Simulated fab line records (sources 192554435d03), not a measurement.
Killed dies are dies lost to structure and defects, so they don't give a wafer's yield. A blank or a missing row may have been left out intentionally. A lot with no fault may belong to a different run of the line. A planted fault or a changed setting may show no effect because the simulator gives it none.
A lot that was struck, set against a sound lot + flow n5-finfet + 15 out of 1938 route steps
Sound: the wafers L157.1, L157.2, L157.6. Struck: wafer L170.3 (left out: L170.4, a lot-mate that was not struck); the cause follows at the end.
Per side, at each step with rows, come the tool, then ch with its chambers, and then its first start. Under that, the readings that differ: sound wafers + struck wafers + difference of the means + sigmas: that difference in standard deviations of wafers without a fault.
alike: a reading whose means differ by less than 2 such deviations, as well as words and numbers matching on both sides. not compared: withheld readings; readings where some wafer has no value; bounds like >300 that might hide an equal value; numbers whose values overlap and for which the record gives no deviation.
A row with sigmas, a row that says differs or no value, or rows on one side alone: a step with any of these is where the two part. When numbers do not overlap yet have no deviation, they are printed without sigmas and do not part them. A reading missing from all wafers of one side parts the sides only when that side holds two or more wafers.

N5_BEOL_M5_STRIP_91: strips in N2/H2, time 10 s.
  sound: rie-diel-06 ch 1,2; struck: rie-diel-06 ch 0
| reading                | sound          | struck | difference | sigmas |
|------------------------|----------------|--------|------------|--------|
| throttle-valve-pct (%) | 23.5 22.7 22.7 | 23.9   | +0.9       | +2     |
  alike: drypump-motor-current-A, oes-product-au, rf-vpp-V, showerhead-plenum-p-Torr
  not compared: rf-hours-counter-h
N5_BEOL_M5_OCD_MEAS_38:
  sound on ocd-02, day 8 13:00; struck on ocd-02, day 12 21:02
  alike: trench-depth-nm
then, 4 steps without rows for these wafers: N5_BEOL_M5_HM_STRIP_39 (strips TiN in peroxide tin strip, target depth 25 nm, time 158 s); N5_BEOL_M5_SRD_40 (time 30 s); N5_BEOL_M5_PRECLEAN_42 (cleans in residue remover, time 60 s); N5_BEOL_M5_SRD_43 (time 30 s).
N5_BEOL_M5_CD_MEAS_35: target cd 28 nm, target cd y 24 nm.
  sound on cd-sem-02, day 8 13:09; struck on cd-sem-02, day 12 21:11
  alike: cd-nm
then, 1 step without rows for these wafers: N5_BEOL_M5_CURE_80 (cures SiCOH lowk, time 120 s).
N5_BEOL_M5_DEGAS_44: time 60 s.
  sound on pvd-sputter-01, day 8 13:34; struck on pvd-sputter-01, day 12 21:39
  alike: heater-power-w
N5_BEOL_M5_PRE_CLEAN_45: time 30 s.
  sound on pvd-sputter-01, day 8 13:37; struck on pvd-sputter-01, day 12 21:41
  alike: heater-power-w
N5_BEOL_M5_ALD_86: deposits TaN, pulse time 2 s, purge time 3 s, co reactant purge time 2 s.
  sound on ald-metal-03 ch 0,1,2, day 8 13:41; struck on ald-metal-02 ch 2, day 12 21:46
| reading            | sound       | struck | difference | sigmas |
|--------------------|-------------|--------|------------|--------|
| heater-power-w (W) | 340 363 406 | 496    | +126       | +2     |
following that, these wafers have no rows for 1 step: N5_BEOL_M5_SURFACE_TREAT_87.
N5_BEOL_M5_CVD_47: deposits Co from CCTBA/H2, target thk 3 nm, time 216 s.
  sound on cvd-co-02 ch 0,1, day 8 14:04; struck on cvd-co-02 ch 2, day 12 22:14
| reading          | sound             | struck | difference | sigmas |
|------------------|-------------------|--------|------------|--------|
| run-length-s (s) | 238.7 238.3 239.0 | 241.1  | +2.4       | +6     |
N5_BEOL_M5_SPUTTER_48: material Cu, target thk 15 nm, time 27.62 s.
  sound on pvd-sputter-03, day 8 14:16; struck on pvd-sputter-02, day 12 22:23
  alike: chuck-sensor-temp-C, substrate-temp-c, throttle-valve-pct
following that, these wafers have no rows for 1 step: N5_PASSIVATION_PROBE_49.

== WHERE THEY PART ==
Earliest at N5_BEOL_M5_STRIP_91; latest, in this record, at N5_BEOL_M5_CVD_47. Later steps at which nothing parts them and some readings are alike: N5_BEOL_M5_SPUTTER_48.

WHY: whatever the simulator had introduced
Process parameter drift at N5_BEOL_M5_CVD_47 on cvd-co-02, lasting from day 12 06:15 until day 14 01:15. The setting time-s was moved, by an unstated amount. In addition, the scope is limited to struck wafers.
